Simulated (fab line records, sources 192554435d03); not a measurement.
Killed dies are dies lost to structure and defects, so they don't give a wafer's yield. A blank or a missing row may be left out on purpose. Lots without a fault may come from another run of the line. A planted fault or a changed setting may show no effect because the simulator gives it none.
Which tool did it? | flow n5_finfet | 14 lots, 37 wafers sampled, at 2 steps of a route of 1938

WHAT THE GAUGES READ, wafer by wafer
N5_BEOL_M11_CD_MEAS_28: target cd 70 nm. Usual: cd_nm 69.7 nm, standard deviation 0.85.
lot  | measured     | on        | cd_nm (nm)     | flag
L314 | day 10 11:07 | cd_sem-01 | 68.3 69.5      |
L317 | day 10 20:44 | cd_sem-01 | 69.9 69.9 69.5 |
L319 | day 11 09:29 | cd_sem-01 | 70.3 70.1 71.0 |
L320 | day 11 18:32 | cd_sem-02 | 69.3 68.4 69.7 |
L322 | day 12 01:53 | cd_sem-03 | 68.8 70.4 70.5 |
L324 | day 12 17:46 | cd_sem-01 | 69.3 69.2 68.8 |
L326 | day 13 17:43 | cd_sem-03 | 70.2 70.4 68.1 |
L329 | day 14 02:39 | cd_sem-03 | 69.4 70.4 70.1 |
L328 | day 14 11:33 | cd_sem-01 | 69.1 69.2 68.9 |
L331 | day 14 17:08 | cd_sem-02 | 69.1 68.7      |
L333 | day 16 18:09 | cd_sem-01 | 70.5 69.6 70.7 |
L334 | day 17 03:44 | cd_sem-02 | 69.1 71.1 69.0 |
L337 | day 18 01:26 | cd_sem-02 | 69.4 69.2      |
L335 | day 18 12:07 | cd_sem-01 | 70.4           |

N5_BEOL_M11_INSPECT_30: inspects for defects (brightfield). Usual: raw_defect_count 377, standard deviation 71.
lot  | measured     | on                | raw_defect_count | flag
L314 | day 10 11:10 | defect_inspect-02 | 302 383          |
L317 | day 10 20:47 | defect_inspect-01 | 357 311 393      |
L319 | day 11 09:33 | defect_inspect-02 | 376 340 358      |
L320 | day 11 18:36 | defect_inspect-02 | 370 397 338      |
L322 | day 12 01:57 | defect_inspect-02 | 438 525 406      |
L324 | day 12 17:49 | defect_inspect-02 | 330 385 426      |
L326 | day 13 17:47 | defect_inspect-01 | 363 466 595      |
L329 | day 14 02:42 | defect_inspect-01 | 435 307 417      |
L328 | day 14 11:36 | defect_inspect-02 | 405 601 374      |
L331 | day 14 17:11 | defect_inspect-01 | 391 305          |
L333 | day 16 18:12 | defect_inspect-01 | 314 305 307      |
L334 | day 17 03:47 | defect_inspect-02 | 301 362 340      |
L337 | day 18 01:29 | defect_inspect-01 | 473 443          |
L335 | day 18 12:10 | defect_inspect-02 | 298              |

WHICH TOOL RAN EACH LOT (tool, then ch and the chambers of the sampled wafers, then the start)
The record holds no process step before these readings.

WHAT THE TOOLS THEMSELVES READ (means of the sampled wafers that have a number; where no wafer has one, the mark that the record gives instead)
The record holds no such reading with a usual standard deviation.

THE ANSWER, worked out from the rows above alone
Rule: a lot is off if the mean of its wafers that have a number lies more than 3 standard deviations from the usual mean. A lot without any number at a reading at which 4 lots or more have one is off too. The other lots that the step has rows for count as sound. The gauges are gone through in route order, then the tools' own readings, and for those a lot's mean is taken as printed above. The first step at which some lot is off is used, and at that step the reading that is off furthest; a lot without a number counts as furthest.
No lot is off at any reading shown: from this, nothing can be told.

WHAT THE SIMULATOR HAD PUT IN
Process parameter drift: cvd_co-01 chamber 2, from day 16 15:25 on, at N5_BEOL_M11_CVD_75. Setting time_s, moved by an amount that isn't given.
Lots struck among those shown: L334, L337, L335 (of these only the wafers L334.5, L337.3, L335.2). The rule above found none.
